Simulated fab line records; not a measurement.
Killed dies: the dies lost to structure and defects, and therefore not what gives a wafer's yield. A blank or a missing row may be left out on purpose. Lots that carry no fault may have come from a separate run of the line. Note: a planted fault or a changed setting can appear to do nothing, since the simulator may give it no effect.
Matching of chambers | flow n5Finfet | cvdCo-02 running N5_BEOL_M4_PRE_CLEAN_60: 3 sister chambers
The step time 15 s. 3 wafers are shown with their chamber, then 7 later ones without.

WAFERS PAIRED WITH THEIR CHAMBERS
wafer  | chamber | heaterPowerW (W)
L911.1 | 1       | 136
L920.1 | 0       | 65
L920.3 | 2       | 92

WAFERS WHOSE CHAMBER IS MISSING
wafer  | heaterPowerW (W)
L920.4 | 137
L922.1 | 90
L922.2 | 136
L922.6 | 136
L923.2 | 137
L923.3 | 93
L923.5 | 136

WHICH CHAMBER EACH ONE RAN IN
wafer  | from the rows above | in truth
L920.4 | 1                   | 1
L922.1 | 2                   | 2
L922.2 | 1                   | 1
L922.6 | 1                   | 1
L923.2 | 1                   | 1
L923.3 | 2                   | 2
L923.5 | 1                   | 1
Placed correctly: 7 of 7. Left unplaced by these rows: 0. Number placed wrongly: 0.
How it was worked out, from the rows above alone: a wafer's distance from a chamber is the root of the sum, over the readings, of the square of ((its reading less the chamber's mean) divided by the reading's scatter). The wafer belongs to the nearest chamber; if the next one is less than 2 further off, it can't be placed. A chamber's mean is the mean of its shown wafers. The scatter: root of mean squared gap, hidden wafer to nearest shown wafer, with one shown wafer a chamber.
